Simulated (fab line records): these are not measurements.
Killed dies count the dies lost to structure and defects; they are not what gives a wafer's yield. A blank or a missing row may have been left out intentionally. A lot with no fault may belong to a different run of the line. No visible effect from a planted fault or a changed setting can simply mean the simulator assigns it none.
Chamber matching ; flow n5Finfet ; N5_DUMMY_GATE_DESCUM_20 on rieDiel-01: 4 sister chambers
The step chemistry O2, time 6.2 s. 8 wafers are shown with their chamber, then 8 later ones without.

WAFERS WITH THEIR CHAMBER
wafer;chamber;showerheadPlenumPTorr (Torr);throttleValvePct (%)
L082.4;0;2.14;20.07
L084.1;0;2.13;20.08
L085.2;1;2.19;20.25
L085.3;2;2.12;20.05
L086.2;2;2.12;20.05
L086.3;3;1.93;20.49
L086.6;3;1.93;20.48
L088.3;1;2.19;20.26

WAFERS WITH NO CHAMBER GIVEN
wafer;showerheadPlenumPTorr (Torr);throttleValvePct (%)
L088.4;1.93;20.47
L088.6;1.93;20.48
L090.1;2.19;20.25
L090.5;2.13;20.09
L090.6;1.93;20.49
L097.4;2.18;20.26
L097.5;1.92;20.49
L097.6;2.11;20.08

EACH ONE'S CHAMBER
wafer;from the rows above;in truth
L088.4;3;3
L088.6;3;3
L090.1;1;1
L090.5;0;0
L090.6;3;3
L097.4;1;1
L097.5;3;3
L097.6;can't be placed: 2 or 0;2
Correct placement for 7 of the 8. These rows do not allow placing 1 (true chamber among the candidates in 1). Wrongly placed: 0.
How it was worked out, from the rows above alone: a wafer's distance from a chamber is the root of the sum, over the readings, of the square of ((its reading less the chamber's mean) divided by the reading's scatter). The wafer belongs to the nearest chamber; if the next one is less than 2 further off, it can't be placed. The mean given for a chamber averages the wafers shown for that chamber. The scatter is the square root of a quotient: the sum, over the shown wafers, of each reading's squared deviation from its chamber's mean, divided by wafers minus chambers.
